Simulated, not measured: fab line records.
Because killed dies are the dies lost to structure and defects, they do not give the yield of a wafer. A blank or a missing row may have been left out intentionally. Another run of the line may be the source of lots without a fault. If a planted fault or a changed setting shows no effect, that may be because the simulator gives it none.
Comparing a struck lot with a sound one || flow n5 finfet || 25 out of 1938 route steps
Sound: wafers L241.2, L241.4, L241.5. Wafers L239.3, L239.4, L239.6 were the ones struck. At the end, the cause is stated.
At each step with rows: each side's tool, then ch and its chambers, then its first start. Under that, the readings that differ: sound wafers || struck wafers || difference of the means || sigmas: that difference in standard deviations of wafers without a fault.
alike: a reading whose means differ by less than 2 such deviations, as well as words and numbers matching on both sides. not compared: withheld readings; readings where some wafer has no value; bounds like >300 that might hide an equal value; numbers whose values overlap and for which the record gives no deviation.
Wherever a step has rows on one side only, a row that says differs or no value, or a row with sigmas, the two part there. Numbers that have no deviation but don't overlap get no sigmas and don't part them. A reading missing from all wafers of one side parts the sides only when that side holds two or more wafers.

first, 11 steps without rows for these wafers: N5_MOL_CONTACT_COAG_ETCHBACK_135 (etches SiO2 in CHF3, target depth 25 nm, time 16.7 s); N5_MOL_CONTACT_COAG_STRIP_118 (strips in CHF3); N5_MOL_CONTACT_COAG_VIA_ETCH_46 (etches SiO2 in C4F6/O2, target depth 46 nm, overetch 9.2 nm, time 40 s); N5_MOL_CONTACT_COAG_STRIP_96 (strips in N2/H2); N5_MOL_CONTACT_COAG_ETCH_47 (etches SiNx in CH3F/O2, stops on W, target depth 27 nm); N5_MOL_CONTACT_COAG_STRIP_119 (strips in N2/H2, time 30 s); N5_MOL_CONTACT_COAG_PRECLEAN_144 (cleans in alkaline clean, time 60 s); N5_MOL_CONTACT_COAG_SRD_145 (time 30 s); N5_MOL_CONTACT_COAG_COAT_62 (time 60 s, resist thk 60 nm); N5_MOL_CONTACT_COAG_COAT_63 (time 60 s, resist thk 10 nm); N5_MOL_CONTACT_COAG_COAT_64 (time 60 s, resist thk 10 nm).
N5_MOL_CONTACT_COAG_COAT_34: resist thk 40 nm.
  sound on litho track-01 ch 0, day 9 17:15; struck on litho track-02 ch 0, day 9 14:43
{"reading": "spin speed rpm (rpm)", "sound": "1499.4 1500.6 1500.7", "struck": "1429.6 1429.5 1429.7", "difference": -70.6, "sigmas": -93}
{"reading": "model.CAR-EUV_of_MOL_CONTACT_COAG_COAT_34.thk nm (nm)", "sound": "40 40 40.2", "struck": "41 41 41", "difference": "+1", "sigmas": ""}
then, 9 steps without rows for these wafers: N5_MOL_CONTACT_COAG_EBR_36; N5_MOL_CONTACT_COAG_SOFTBAKE_35 (time 60 s); N5_MOL_CONTACT_COAG_EXPOSE_37 (exposes mask VD, defocus 0 nm); N5_MOL_CONTACT_COAG_PEB_38 (peb time 60 s); N5_MOL_CONTACT_COAG_DEVELOP_39 (develop time 30 s); N5_MOL_CONTACT_COAG_DESCUM_45 (chemistry O2, time 7 s); N5_MOL_CONTACT_COAG_ETCH_65 (etches underlayer in N2/H2, target depth 13 nm, time 10.4 s); N5_MOL_CONTACT_COAG_ETCH_66 (etches SiARC in CF4, target depth 13 nm, time 21.7 s); N5_MOL_CONTACT_COAG_ALD_133 (deposits SiO2, target thk 5 nm, pulse time 1 s, co reactant pulse time 1 s).
N5_MOL_CONTACT_COAG_ETCHBACK_134: etches SiO2 in CHF3, target depth 10 nm, time 6.7 s.
  sound on rie diel-04 ch 1,2,3, day 9 17:59; struck on rie diel-01 ch 0,2,3, day 9 15:25
{"reading": "model.CAR-EUV_of_MOL_CONTACT_COAG_COAT_34.thk nm (nm)", "sound": "15.4 15.4 15.6", "struck": "16.4 16.4 16.4", "difference": "+0.9", "sigmas": ""}
  alike: chamber pressure mTorr, drypump motor current A, oes product au, rf vpp V, showerhead plenum p Torr, throttle valve pct
  not compared: rf hours counter h
then, 1 step without rows for these wafers: N5_MOL_CONTACT_COAG_ETCH_67 (etches SOC in N2/H2, target depth 60 nm, overetch 21 nm, time 101.2 s).
-- a jump in the record: the struck wafers' starts before and after are 3 days apart (it breaks off in module MOL_CONTACT_COAG and resumes in module BEOL_M4, where the first step shown is number 1111 of the route) --
N5_BEOL_M4_RC_MEAS_101:
  sound on prober-02 ch 0, day 12 12:56; struck on prober-02 ch 0, day 12 06:06
{"reading": "SS_N (mV/dec)", "sound": "72.0 71.7 71.7", "struck": "70.3 70.4 70.7", "difference": -1.3, "sigmas": -3}
  alike: DIBL_N, DIBL_P, IOFF_N, IOFF_P, ION_N, ION_P, SS_P, VT_N, VT_P
-- the record jumps here: 4 days lie between the struck wafers' starts before and after (it left off in module BEOL_M4 and takes up again in module PASSIVATION, whose first step shown is number 1936 of the route) --
N5_PASSIVATION_PROBE_49:
  record: rows for the struck wafers here (prober-02, day 16 05:10), none for the sound ones

WHERE THEY PART
First at N5_MOL_CONTACT_COAG_COAT_34; last, within this record, at N5_PASSIVATION_PROBE_49.

WHY: what had been put in by the simulator
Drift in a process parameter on litho track-02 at N5_MOL_CONTACT_COAG_COAT_34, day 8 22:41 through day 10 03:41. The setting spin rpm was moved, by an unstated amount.
